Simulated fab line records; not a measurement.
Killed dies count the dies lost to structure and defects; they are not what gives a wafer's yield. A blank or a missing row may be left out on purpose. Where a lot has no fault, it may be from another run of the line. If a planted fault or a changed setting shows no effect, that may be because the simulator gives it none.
A lot that was struck, set against a sound lot | flow nandHarc | 40 out of 1302 route steps
Sound: these wafers, L182.1, L182.2, L182.3. Struck: wafer L191.5 (L191.3, L191.6, from the same lot, were not struck and are left out); the cause is given at the end.
At each step with rows: each side's tool, then ch and its chambers, then its first start. Under that, the readings that differ: sound wafers | struck wafers | difference of the means | sigmas: that difference in standard deviations of wafers without a fault.
alike: same words and numbers on both sides, and readings whose means sit less than 2 such deviations apart. not compared: any withheld reading, any reading some wafer has no value for, any bound like >300 that may hide the same value, and any number with overlapping values for which the record gives no deviation.
The two part at a step that has a row with sigmas, a row that says differs or no value, or rows on one side only. Numbers that have no deviation but don't overlap get no sigmas and don't part them. Lack of a reading on every wafer of one side parts them only where that side has two or more wafers.

NHARC_P_CONTACT_CD_MEAS_19:
  struck on cdSem-01, day 11 04:48; sound on cdSem-03, day 7 10:47
  alike: cdNm
then, 6 steps without rows for these wafers: NHARC_P_CONTACT_STRIP_28 (strips in O2); NHARC_P_CONTACT_STRIP_29 (strips in post etch residue remover, time 1200 s); NHARC_P_CONTACT_DEGAS_38 (time 60 s); NHARC_P_CONTACT_PRE_CLEAN_39 (time 19.5 s); NHARC_P_CONTACT_PVD_32 (deposits Ti, target thk 5 nm, time 17.7 s); NHARC_P_CONTACT_ALD_22 (deposits TiN, target thk 3 nm, pulse time 1 s, ald cycles 150).
NHARC_P_CONTACT_CVD_23: deposits W, target thk 200 nm, time 557 s.
  sound on cvdW-02 ch 0,1; struck on cvdW-01 ch 0
reading              | sound          | struck | difference | sigmas
throttleValvePct (%) | 8.06 8.08 8.20 | 7.41   | -0.70      | -3
  alike: chamberPressureTorr, heaterPowerW
NHARC_P_CONTACT_CMP_24: polishes, t overpolish 30 s, target thk 200 nm.
  sound on cmp-03 ch 1,2,3, day 7 12:37; struck on cmp-03 ch 2, day 11 06:41
reading            | sound                | struck | difference | sigmas
overpolishRunS (s) | 30.010 30.015 29.999 | 29.976 | -0.032     | -3
  alike: motorCurrentA, timeToEndpointS
after that, 1 step had no rows for these wafers: NHARC_P_CONTACT_SRD_26.
NHARC_P_CONTACT_INSPECT_27:
  struck on defectInspect-02, day 11 07:04; sound on defectInspect-02, day 7 13:01
  alike: rawDefectCount
NHARC_P_M0_DEP_00: deposits SiOC, target thk 150 nm.
  sound on pecvd-01 ch 0,1,2, day 7 13:20; struck on pecvd-04 ch 0, day 11 07:14
  alike: chamberPressureTorr
then, 9 steps without rows for these wafers: NHARC_P_M0_DEHYDRATE_01 (time 120 s); NHARC_P_M0_HMDS_02 (time 30 s); NHARC_P_M0_COAT_33 (time 65 s); NHARC_P_M0_COAT_03 (resist thk 90 nm); NHARC_P_M0_SOFTBAKE_04 (time 55 s); NHARC_P_M0_EBR_05; NHARC_P_M0_EXPOSE_06 (exposes mask P M0, target cd 90 nm); NHARC_P_M0_PEB_07 (peb time 65 s); NHARC_P_M0_DEVELOP_08 (develop time 35 s).
NHARC_P_M0_CD_MEAS_09: target cd 90 nm.
  sound on cdSem-02 ch 0, day 7 14:11; struck on cdSem-03 ch 0, day 11 07:59
  alike: cdNm
NHARC_P_M0_OVL_MEAS_10: pitch 180 nm.
  struck on overlay-02, day 11 08:04; sound on overlay-02, day 7 14:16
reading         | sound          | struck | difference | sigmas
overlayXNm (nm) | -1.0 -1.1 -0.7 | 0.8    | +1.7       | +2
  alike: overlayYNm
NHARC_P_M0_INSPECT_11:
  struck on defectInspect-01, day 11 08:06; sound on defectInspect-01, day 7 14:18
  alike: rawDefectCount
then, 2 steps without rows for these wafers: NHARC_P_M0_DESCUM_14 (chemistry O2, time 3 s); NHARC_P_M0_ETCH_34 (etches the open film in N2/H2, target depth 40 nm, overetch 12 nm, time 43.94 s).
NHARC_P_M0_ETCH_15: etches the open film in C4F8/Ar, target depth 150 nm, overetch 15 nm, time 82.5 s.
  sound on rieDiel-11 ch 0,2,3; struck on rieDiel-04 ch 0
  alike: oesProductAu, rfVppV
  not compared: rfHoursCounterH
NHARC_P_M0_CD_MEAS_16:
  struck on cdSem-02, day 11 08:28; sound on cdSem-02, day 7 14:41
  alike: cdNm
then, 2 steps without rows for these wafers: NHARC_P_M0_STRIP_18 (strips in N2/H2); NHARC_P_M0_STRIP_19 (strips in post etch residue remover, time 600 s).
NHARC_P_M0_DEGAS_28: time 60 s.
  struck on pvdSputter-03, day 11 09:07; sound on pvdSputter-02, day 7 15:19
  alike: heaterPowerW
then, 4 steps without rows for these wafers: NHARC_P_M0_PRE_CLEAN_29 (time 30 s); NHARC_P_M0_PVD_20 (deposits TaN, target thk 5 nm, time 8.06 s); NHARC_P_M0_PVD_21 (deposits Cu, target thk 30 nm, time 20.49 s); NHARC_P_M0_ECD_22 (material Cu, target thk 400 nm).
NHARC_P_M0_ANNEAL_30: time 90 s.
  sound on rtpAnneal-01 ch 0, day 7 16:02; struck on rtpAnneal-02 ch 0, day 11 09:58
reading          | sound             | struck | difference | sigmas
wafer_temp_C_max | 225.9 225.8 225.8 | 226.9  | +1.1       | +3
then, 2 steps without rows for these wafers: NHARC_P_M0_CMP_23 (polishes, t overpolish 20 s, target thk 117.54 nm); NHARC_P_M0_SRD_25.
NHARC_P_M0_INSPECT_27:
  struck on defectInspect-01, day 11 10:41; sound on defectInspect-01, day 7 16:51
reading        | sound       | struck | difference | sigmas
rawDefectCount | 151 174 274 | 466    | +266       | +2
-- record jumps: 19 days between struck wafers' starts before vs after; left off in module P_M0, resumes in module END, first step shown is number 1302 of the route --
NHARC_END_SORT_01:
  sound on prober-01 ch 0, day 26 07:56; struck on prober-02 ch 0, day 30 05:32
reading                | sound          | struck | difference | sigmas
defectLimitedYield (%) | 93.8 91.3 92.8 | 0      | -93        | -33
killedAtPeriphery      | 2 6 2          | 635    | +632       | +99 or more
killedDies             | 42 59 49       | 677    | +627       | +33
  alike: killedAtArray, killedAtOther, killedOpen, killedShort

== WHERE THEY PART ==
First at NHARC_P_CONTACT_CVD_23; last, within this record, at NHARC_END_SORT_01.

WHY: the cause the simulator had injected
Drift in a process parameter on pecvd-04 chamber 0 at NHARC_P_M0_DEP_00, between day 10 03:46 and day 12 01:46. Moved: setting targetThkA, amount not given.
